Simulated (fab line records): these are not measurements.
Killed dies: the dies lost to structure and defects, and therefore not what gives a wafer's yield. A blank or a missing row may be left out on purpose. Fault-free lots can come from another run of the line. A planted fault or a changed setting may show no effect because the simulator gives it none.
What tool caused it? | flow n5 finfet | Sampling: 24 lots, 72 wafers, 6 of 1938 route steps

WHAT THE GAUGES READ, wafer by wafer
Not one reading of a measure or inspect step in the record can be checked against a usual standard deviation.

TOOL THAT RAN EACH LOT (tool first, then ch and the chambers of the sampled wafers, then the start)
lot  | N5_GATE_CUT_ETCHBACK_00           | N5_GATE_CUT_STRIP_59               | N5_GATE_CUT_SAC_CAP_01           | N5_GATE_CUT_ETCH_37               | N5_GATE_CUT_VAPOR_ETCH_51         | N5_MOL_CONTACT_COAG_PRE_CLEAN_141
L074 | rie metal-03 ch 0, day 4 07:08    | rie diel-06 ch 0,1,3, day 4 07:34  | ald sin-02 ch 0,2, day 4 07:47   | rie diel-06 ch 1,2,3, day 4 11:19 | rie metal-01 ch 0,1, day 4 11:53  | pvd sputter-03, day 4 17:20
L075 | rie metal-01 ch 1, day 4 16:46    | rie diel-02 ch 1,3, day 4 17:10    | ald sin-01 ch 2,3, day 4 19:06   | rie diel-06 ch 1,3, day 4 22:14   | rie metal-01 ch 0,1, day 4 22:47  | pvd sputter-03, day 5 05:32
L076 | rie metal-02 ch 0,1, day 4 21:29  | rie diel-02 ch 1,2,3, day 4 21:54  | ald sin-02 ch 1,2,3, day 4 22:43 | rie diel-04 ch 0,1, day 5 01:56   | rie metal-02 ch 0,1, day 5 02:38  | pvd sputter-03, day 5 09:35
L077 | rie metal-01 ch 1, day 5 04:19    | rie diel-02 ch 1,2, day 5 04:43    | ald sin-01 ch 2,3, day 5 04:55   | rie diel-04 ch 1,3, day 5 08:32   | rie metal-02 ch 0,1, day 5 09:06  | pvd sputter-02, day 5 14:50
L078 | rie metal-02 ch 0,1, day 5 09:43  | rie diel-06 ch 0,1,3, day 5 10:13  | ald sin-01 ch 0,1,3, day 5 10:26 | rie diel-02 ch 1,2, day 5 13:35   | rie metal-01 ch 0,1, day 5 14:08  | pvd sputter-02, day 5 19:52
L079 | rie metal-01 ch 0,1, day 5 15:02  | rie diel-04 ch 1,2,3, day 5 15:26  | ald sin-02 ch 1,2,3, day 5 15:45 | rie diel-06 ch 1,2, day 5 19:04   | rie metal-02 ch 0, day 5 19:37    | pvd sputter-02, day 6 01:33
L080 | rie metal-03 ch 0,1, day 5 18:58  | rie diel-06 ch 1,2,3, day 5 19:27  | ald sin-03 ch 0,1,3, day 5 19:40 | rie diel-04 ch 1,3, day 5 22:56   | rie metal-01 ch 0,1, day 5 23:29  | pvd sputter-02, day 6 06:10
L081 | rie metal-03 ch 0,1, day 6 01:58  | rie diel-06 ch 1,2,3, day 6 02:22  | ald sin-01 ch 0,1,3, day 6 02:38 | rie diel-06 ch 1,2,3, day 6 05:53 | rie metal-03 ch 0,1, day 6 06:26  | pvd sputter-02, day 6 12:13
L082 | rie metal-01 ch 0,1, day 6 08:08  | rie diel-06 ch 0,1,2, day 6 08:32  | ald sin-02 ch 0,1,2, day 6 08:45 | rie diel-02 ch 1,2,3, day 6 11:53 | rie metal-02 ch 0,1, day 6 12:27  | pvd sputter-02, day 6 19:49
L083 | rie metal-01 ch 1, day 6 15:01    | rie diel-06 ch 0,2, day 6 15:32    | ald sin-03 ch 0,2,3, day 6 15:52 | rie diel-06 ch 1,2, day 6 19:14   | rie metal-01 ch 1, day 6 19:47    | pvd sputter-02, day 7 02:40
L084 | rie metal-02 ch 0,1, day 7 00:25  | rie diel-04 ch 1,2,3, day 7 00:48  | ald sin-02 ch 0,1,2, day 7 01:01 | rie diel-06 ch 0,3, day 7 04:10   | rie metal-01 ch 0,1, day 7 04:43  | pvd sputter-02, day 7 11:26
L085 | rie metal-02 ch 0,1, day 7 04:50  | rie diel-06 ch 1,2,3, day 7 05:11  | ald sin-03 ch 1,2, day 7 05:24   | rie diel-06 ch 0,1, day 7 09:13   | rie metal-03 ch 0,1, day 7 09:50  | pvd sputter-02, day 7 17:31
L086 | rie metal-01 ch 0,1, day 7 13:49  | rie diel-02 ch 0,1,3, day 7 14:25  | ald sin-01 ch 1,3, day 7 14:38   | rie diel-04 ch 0,1,3, day 7 17:54 | rie metal-03 ch 0,1, day 7 18:27  | pvd sputter-03, day 8 00:35
L087 | rie metal-03 ch 0,1, day 7 16:18  | rie diel-02 ch 2,3, day 7 16:42    | ald sin-03 ch 1,2,3, day 7 16:55 | rie diel-04 ch 1,2,3, day 7 20:34 | rie metal-02 ch 0,1, day 7 21:07  | pvd sputter-03, day 8 02:50
L088 | rie metal-03 ch 0,1, day 7 19:08  | rie diel-06 ch 0,1, day 7 19:32    | ald sin-03 ch 1,2,3, day 7 19:45 | rie diel-04 ch 0,1,3, day 7 22:53 | rie metal-02 ch 0,1, day 7 23:26  | pvd sputter-01, day 8 06:11
L089 | rie metal-01 ch 0,1, day 8 01:53  | rie diel-06 ch 2,3, day 8 02:16    | ald sin-01 ch 0,2,3, day 8 02:29 | rie diel-02 ch 0,2, day 8 06:09   | rie metal-01 ch 0,1, day 8 06:43  | pvd sputter-03, day 8 12:34
L090 | rie metal-01 ch 0,1, day 8 10:05  | rie diel-06 ch 1,3, day 8 10:26    | ald sin-03 ch 0,2, day 8 11:45   | rie diel-04 ch 0,1,2, day 8 14:53 | rie metal-01 ch 0,1, day 8 15:27  | pvd sputter-03, day 8 21:45
L091 | rie metal-01 ch 0,1, day 8 16:21  | rie diel-02 ch 0,1, day 8 16:50    | ald sin-02 ch 1,2, day 8 17:25   | rie diel-02 ch 1,3, day 8 20:34   | rie metal-02 ch 0,1, day 8 21:07  | pvd sputter-02, day 9 06:06
L092 | rie metal-03 ch 0,1, day 8 22:40  | rie diel-02 ch 0,1,3, day 8 23:04  | ald sin-02 ch 1,3, day 8 23:17   | rie diel-02 ch 0,1, day 9 02:26   | rie metal-02 ch 0,1, day 9 02:59  | pvd sputter-03, day 9 10:51
L093 | rie metal-01 ch 0,1, day 9 02:12  | rie diel-02 ch 0,1,2, day 9 02:50  | ald sin-01 ch 0,2,3, day 9 03:03 | rie diel-06 ch 0,1,3, day 9 06:41 | rie metal-01 ch 0,1, day 9 07:14  | pvd sputter-03, day 9 14:04
L094 | rie metal-02 ch 0,1, day 9 12:44  | rie diel-02 ch 0,2,3, day 9 13:08  | ald sin-01 ch 0,1, day 9 13:20   | rie diel-06 ch 0,3, day 9 17:03   | rie metal-02 ch 0, day 9 17:50    | pvd sputter-03, day 9 23:49
L095 | rie metal-01 ch 0,1, day 9 15:15  | rie diel-06 ch 0,1,2, day 9 15:38  | ald sin-01 ch 0,2,3, day 9 16:14 | rie diel-02 ch 0,2,3, day 9 19:24 | rie metal-01 ch 1, day 9 19:57    | pvd sputter-02, day 10 08:43
L096 | rie metal-02 ch 0, day 9 19:06    | rie diel-06 ch 0,1,2, day 9 19:46  | ald sin-02 ch 0,1,2, day 9 19:59 | rie diel-02 ch 1,2,3, day 9 23:10 | rie metal-01 ch 1, day 9 23:58    | pvd sputter-02, day 10 05:38
L097 | rie metal-03 ch 0,1, day 10 03:29 | rie diel-06 ch 0,2,3, day 10 03:52 | ald sin-02 ch 0,2, day 10 04:05  | rie diel-06 ch 0,1, day 10 07:15  | rie metal-03 ch 0,1, day 10 07:48 | pvd sputter-02, day 10 13:25
- N5_GATE_CUT_ETCHBACK_00: etches W in SF6/Cl2.
- N5_GATE_CUT_STRIP_59: strips in N2/H2, time 20 s.
- N5_GATE_CUT_SAC_CAP_01: material SiNx, target thk 24 nm, pulse time 1 s, ald cycles 480.
- N5_GATE_CUT_ETCH_37: etches SOC in N2/H2, target depth 60 nm, overetch 12 nm, time 90 s.
- N5_GATE_CUT_VAPOR_ETCH_51: etches HfO2 in BCl3/Cl2.
- N5_MOL_CONTACT_COAG_PRE_CLEAN_141: time 60 s.

WHAT THE TOOLS THEMSELVES READ (means of the sampled wafers that have a number; where no wafer has one, the mark that the record gives instead)
N5_GATE_CUT_ETCHBACK_00.
lot  | tool         | drypump motor current A (A) | oes product au (a.u.) | rf fwd power W (W) | throttle valve pct (%)
L074 | rie metal-03 | 5.6                         | 0.71                  | 896.4              | 27.68
L075 | rie metal-01 | 6.5                         | 0.62                  | 894.5              | 27.85
L076 | rie metal-02 | 5.4                         | 0.67                  | 897.8              | 27.66
L077 | rie metal-01 | 6.6                         | 0.62                  | 896.0              | 27.85
L078 | rie metal-02 | 5.5                         | 0.67                  | 893.5              | 27.66
L079 | rie metal-01 | 6.5                         | 0.67                  | 897.5              | 27.73
L080 | rie metal-03 | 5.8                         | 0.87                  | 896.6              | 27.28
L081 | rie metal-03 | 5.8                         | 0.87                  | 896.5              | 27.27
L082 | rie metal-01 | 6.5                         | 0.66                  | 898.2              | 27.75
L083 | rie metal-01 | 6.5                         | 0.61                  | 889.8              | 27.86
L084 | rie metal-02 | 5.7                         | 0.73                  | 895.5              | 27.61
L085 | rie metal-02 | 5.4                         | 0.66                  | 894.4              | 27.67
L086 | rie metal-01 | 6.4                         | 0.71                  | 896.9              | 27.64
L087 | rie metal-03 | 5.8                         | 0.84                  | 895.5              | 27.28
L088 | rie metal-03 | 5.8                         | 0.84                  | 898.4              | 27.28
L089 | rie metal-01 | 6.5                         | 0.66                  | 895.0              | 27.75
L090 | rie metal-01 | 6.4                         | 0.71                  | 897.4              | 27.63
L091 | rie metal-01 | 6.4                         | 0.70                  | 893.7              | 27.64
L092 | rie metal-03 | 5.7                         | 0.77                  | 896.0              | 27.48
L093 | rie metal-01 | 6.4                         | 0.71                  | 894.9              | 27.64
L094 | rie metal-02 | 5.4                         | 0.65                  | 892.4              | 27.68
L095 | rie metal-01 | 6.5                         | 0.66                  | 899.4              | 27.76
L096 | rie metal-02 | 6.0                         | 0.78                  | 895.9              | 27.58
L097 | rie metal-03 | 5.8                         | 0.83                  | 895.9              | 27.28

N5_GATE_CUT_STRIP_59.
lot  | tool        | drypump motor current A (A) | oes product au (a.u.) | rf vpp V (V) | showerhead plenum p Torr (Torr) | throttle valve pct (%)
L074 | rie diel-06 | 5.8                         | 0.80                  | 45.4         | 3.36                            | 12.06
L075 | rie diel-02 | 5.8                         | 0.90                  | 45.3         | 3.58                            | 11.70
L076 | rie diel-02 | 6.0                         | 0.88                  | 45.4         | 3.49                            | 11.96
L077 | rie diel-02 | 5.9                         | 0.91                  | 45.9         | 3.50                            | 12.06
L078 | rie diel-06 | 5.8                         | 0.80                  | 45.4         | 3.36                            | 12.08
L079 | rie diel-04 | 5.6                         | 0.84                  | 45.3         | 3.34                            | 12.17
L080 | rie diel-06 | 5.9                         | 0.83                  | 46.0         | 3.46                            | 11.92
L081 | rie diel-06 | 5.9                         | 0.83                  | 45.5         | 3.46                            | 11.93
L082 | rie diel-06 | 5.9                         | 0.82                  | 45.0         | 3.36                            | 12.00
L083 | rie diel-06 | 5.8                         | 0.76                  | 44.8         | 3.33                            | 12.14
L084 | rie diel-04 | 5.6                         | 0.82                  | 44.6         | 3.34                            | 12.20
L085 | rie diel-06 | 5.9                         | 0.82                  | 45.3         | 3.45                            | 11.95
L086 | rie diel-02 | 5.5                         | 0.84                  | 45.7         | 3.56                            | 11.98
L087 | rie diel-02 | 6.1                         | 0.82                  | 45.7         | 3.46                            | 11.90
L088 | rie diel-06 | 6.0                         | 0.81                  | 45.5         | 3.29                            | 12.03
L089 | rie diel-06 | 5.9                         | 0.80                  | 45.2         | 3.52                            | 11.95
L090 | rie diel-06 | 6.0                         | 0.82                  | 44.5         | 3.38                            | 11.99
L091 | rie diel-02 | 5.3                         | 0.80                  | 45.2         | 3.54                            | 12.23
L092 | rie diel-02 | 5.5                         | 0.82                  | 45.6         | 3.55                            | 12.01
L093 | rie diel-02 | 5.8                         | 0.81                  | 45.1         | 3.46                            | 12.26
L094 | rie diel-02 | 5.8                         | 0.78                  | 45.1         | 3.44                            | 12.16
L095 | rie diel-06 | 5.9                         | 0.79                  | 46.0         | 3.35                            | 12.05
L096 | rie diel-06 | 5.9                         | 0.79                  | 44.7         | 3.35                            | 12.05
L097 | rie diel-06 | 5.7                         | 0.75                  | 45.6         | 3.41                            | 12.16

N5_GATE_CUT_SAC_CAP_01.
lot  | tool       | heater power w (W) | precursor pulse height rel
L074 | ald sin-02 | 898                | 0.999
L075 | ald sin-01 | 829                | 1.007
L076 | ald sin-02 | 942                | 0.980
L077 | ald sin-01 | 824                | 1.007
L078 | ald sin-01 | 853                | 0.995
L079 | ald sin-02 | 952                | 1.002
L080 | ald sin-03 | 802                | 1.006
L081 | ald sin-01 | 861                | 1.011
L082 | ald sin-02 | 899                | 1.005
L083 | ald sin-03 | 884                | 0.998
L084 | ald sin-02 | 891                | 1.004
L085 | ald sin-03 | 823                | 0.999
L086 | ald sin-01 | 878                | 0.985
L087 | ald sin-03 | 815                | 0.988
L088 | ald sin-03 | 833                | 0.989
L089 | ald sin-01 | 808                | 0.985
L090 | ald sin-03 | 926                | 0.985
L091 | ald sin-02 | 904                | 0.991
L092 | ald sin-02 | 1014               | 1.002
L093 | ald sin-01 | 769                | 1.005
L094 | ald sin-01 | 804                | 0.991
L095 | ald sin-01 | 767                | 1.008
L096 | ald sin-02 | 896                | 0.999
L097 | ald sin-02 | 898                | 1.000

N5_GATE_CUT_ETCH_37.
lot  | tool        | drypump motor current A (A) | oes product au (a.u.) | rf fwd power W (W) | rf vpp V (V) | showerhead plenum p Torr (Torr) | throttle valve pct (%)
L074 | rie diel-06 | 5.9                         | 0.76                  | 836.1              | 525.3        | 2.61                            | 17.53
L075 | rie diel-06 | 6.0                         | 0.77                  | 833.0              | 523.6        | 2.56                            | 17.57
L076 | rie diel-04 | 5.6                         | 0.64                  | 833.3              | 524.2        | 2.51                            | 17.76
L077 | rie diel-04 | 5.8                         | 0.80                  | 832.2              | 525.0        | 2.56                            | 17.76
L078 | rie diel-02 | 5.9                         | 0.80                  | 837.9              | 525.8        | 2.64                            | 17.81
L079 | rie diel-06 | 6.1                         | 0.79                  | 830.8              | 524.2        | 2.56                            | 17.48
L080 | rie diel-04 | 5.8                         | 0.78                  | 834.5              | 524.5        | 2.56                            | 17.77
L081 | rie diel-06 | 5.9                         | 0.75                  | 833.5              | 524.6        | 2.61                            | 17.55
L082 | rie diel-02 | 6.0                         | 0.77                  | 832.7              | 524.7        | 2.62                            | 17.68
L083 | rie diel-06 | 6.1                         | 0.77                  | 832.1              | 523.7        | 2.56                            | 17.50
L084 | rie diel-06 | 5.6                         | 0.67                  | 834.7              | 523.4        | 2.50                            | 17.82
L085 | rie diel-06 | 5.8                         | 0.70                  | 832.6              | 521.6        | 2.45                            | 17.76
L086 | rie diel-04 | 5.7                         | 0.76                  | 831.3              | 523.0        | 2.53                            | 17.67
L087 | rie diel-04 | 5.7                         | 0.73                  | 832.1              | 523.0        | 2.51                            | 17.83
L088 | rie diel-04 | 5.7                         | 0.76                  | 832.5              | 524.2        | 2.53                            | 17.68
L089 | rie diel-02 | 6.0                         | 0.70                  | 833.0              | 523.6        | 2.53                            | 18.12
L090 | rie diel-04 | 5.5                         | 0.74                  | 830.7              | 522.7        | 2.48                            | 17.72
L091 | rie diel-02 | 5.8                         | 0.76                  | 833.6              | 528.3        | 2.69                            | 17.40
L092 | rie diel-02 | 5.4                         | 0.75                  | 833.2              | 528.1        | 2.69                            | 17.80
L093 | rie diel-06 | 5.8                         | 0.69                  | 833.3              | 522.9        | 2.51                            | 17.73
L094 | rie diel-06 | 5.6                         | 0.66                  | 832.8              | 522.4        | 2.49                            | 17.85
L095 | rie diel-02 | 5.8                         | 0.70                  | 830.5              | 525.6        | 2.59                            | 17.82
L096 | rie diel-02 | 6.0                         | 0.74                  | 835.2              | 525.6        | 2.61                            | 17.72
L097 | rie diel-06 | 6.0                         | 0.72                  | 835.3              | 521.5        | 2.46                            | 17.67

N5_GATE_CUT_VAPOR_ETCH_51.
lot  | tool         | drypump motor current A (A) | oes product au (a.u.)
L074 | rie metal-01 | 6.4                         | 0.73
L075 | rie metal-01 | 6.5                         | 0.68
L076 | rie metal-02 | 5.7                         | 0.75
L077 | rie metal-02 | 5.4                         | 0.67
L078 | rie metal-01 | 6.4                         | 0.72
L079 | rie metal-02 | 6.0                         | 0.81
L080 | rie metal-01 | 6.5                         | 0.67
L081 | rie metal-03 | 5.7                         | 0.78
L082 | rie metal-02 | 5.7                         | 0.73
L083 | rie metal-01 | 6.5                         | 0.61
L084 | rie metal-01 | 6.5                         | 0.65
L085 | rie metal-03 | 5.8                         | 0.84
L086 | rie metal-03 | 5.8                         | 0.85
L087 | rie metal-02 | 5.7                         | 0.72
L088 | rie metal-02 | 5.4                         | 0.65
L089 | rie metal-01 | 6.4                         | 0.71
L090 | rie metal-01 | 6.4                         | 0.72
L091 | rie metal-02 | 5.7                         | 0.71
L092 | rie metal-02 | 5.7                         | 0.71
L093 | rie metal-01 | 6.4                         | 0.71
L094 | rie metal-02 | 6.0                         | 0.78
L095 | rie metal-01 | 6.5                         | 0.60
L096 | rie metal-01 | 6.5                         | 0.60
L097 | rie metal-03 | 5.7                         | 0.76

N5_MOL_CONTACT_COAG_PRE_CLEAN_141.
lot  | tool           | heater power w (W)
L074 | pvd sputter-03 | 470
L075 | pvd sputter-03 | 473
L076 | pvd sputter-03 | 492
L077 | pvd sputter-02 | 507
L078 | pvd sputter-02 | 528
L079 | pvd sputter-02 | 505
L080 | pvd sputter-02 | 502
L081 | pvd sputter-02 | 513
L082 | pvd sputter-02 | 507
L083 | pvd sputter-02 | 508
L084 | pvd sputter-02 | 506
L085 | pvd sputter-02 | 507
L086 | pvd sputter-03 | 521
L087 | pvd sputter-03 | 518
L088 | pvd sputter-01 | 470
L089 | pvd sputter-03 | 476
L090 | pvd sputter-03 | 468
L091 | pvd sputter-02 | 534
L092 | pvd sputter-03 | 510
L093 | pvd sputter-03 | 495
L094 | pvd sputter-03 | 438
L095 | pvd sputter-02 | 508
L096 | pvd sputter-02 | 505
L097 | pvd sputter-02 | 503

THE ANSWER, worked out from the rows above alone
Rule: the lots themselves supply what counts as usual. The widest of any qualifying gaps counts: lots, ordered by their means at a reading, are off when they make up no more than a third of the lots, leave a main group of 4 or more, and stand apart from it by 3 or more times the standard deviation of that group's means. A main group is skipped when, at the precision printed for the reading in the tables above, its means are all equal. A lot without any number at a reading at which 4 lots or more have one is off too. Where the step has rows for the other lots, those lots are counted as sound. The gauges are gone through in route order, then the tools' own readings, and for those a lot's mean is taken as printed above. The first step at which some lot is off is used, and at that step the reading that is off furthest; a lot without a number counts as furthest.
Nothing can be told from this: no lot is off at any reading shown.

WHAT WAS PUT IN BY THE SIMULATOR
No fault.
